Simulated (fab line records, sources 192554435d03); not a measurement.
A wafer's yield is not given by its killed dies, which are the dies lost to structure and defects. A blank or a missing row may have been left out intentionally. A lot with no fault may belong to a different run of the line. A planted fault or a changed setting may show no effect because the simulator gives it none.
Matching of chambers -- flow n5Finfet -- 4 sister chambers for N5_HKMG_FIN_ALD_91 on aldMetal-03
The step deposits TiN, target thk 1 nm, pulse time 1 s, purge time 3 s. 7 wafers are shown with their chamber, then 7 later ones without.

== WAFERS PAIRED WITH THEIR CHAMBERS ==
wafer,chamber,heaterPowerW (W),precursorPulseHeightRel
L074.4,2,902,0.956
L076.6,1,932,0.957
L078.6,3,1011,1.007
L089.2,3,1013,0.998
L089.4,1,928,0.989
L090.3,0,851,1.022
L090.5,0,850,0.997

== WAFERS WITH NO CHAMBER GIVEN ==
wafer,heaterPowerW (W),precursorPulseHeightRel
L090.6,916,0.967
L092.3,974,0.982
L092.4,853,0.981
L092.5,1012,1.007
L095.1,917,0.997
L095.4,991,1.023
L095.5,865,1.019

== EACH ONE'S CHAMBER ==
wafer,from the rows above,in truth
L090.6,can't be placed: 1 or 2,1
L092.3,3,3
L092.4,0,0
L092.5,3,3
L095.1,can't be placed: 1 or 2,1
L095.4,3,3
L095.5,0,0
Correctly placed: 5 of 7. These rows do not allow placing 2 (true chamber among the candidates in 2). Number placed wrongly: 0.
How it was worked out, from the rows above alone: a wafer's distance from a chamber is the root of the sum, over the readings, of the square of ((its reading less the chamber's mean) divided by the reading's scatter). The wafer belongs to the nearest chamber; if the next one is less than 2 further off, it can't be placed. For every chamber, the mean is computed from those of its wafers that are shown. How the scatter is found: for the shown wafers, subtract from each reading the mean of its chamber, square and add these, divide the total by (wafers less chambers), then take the root.
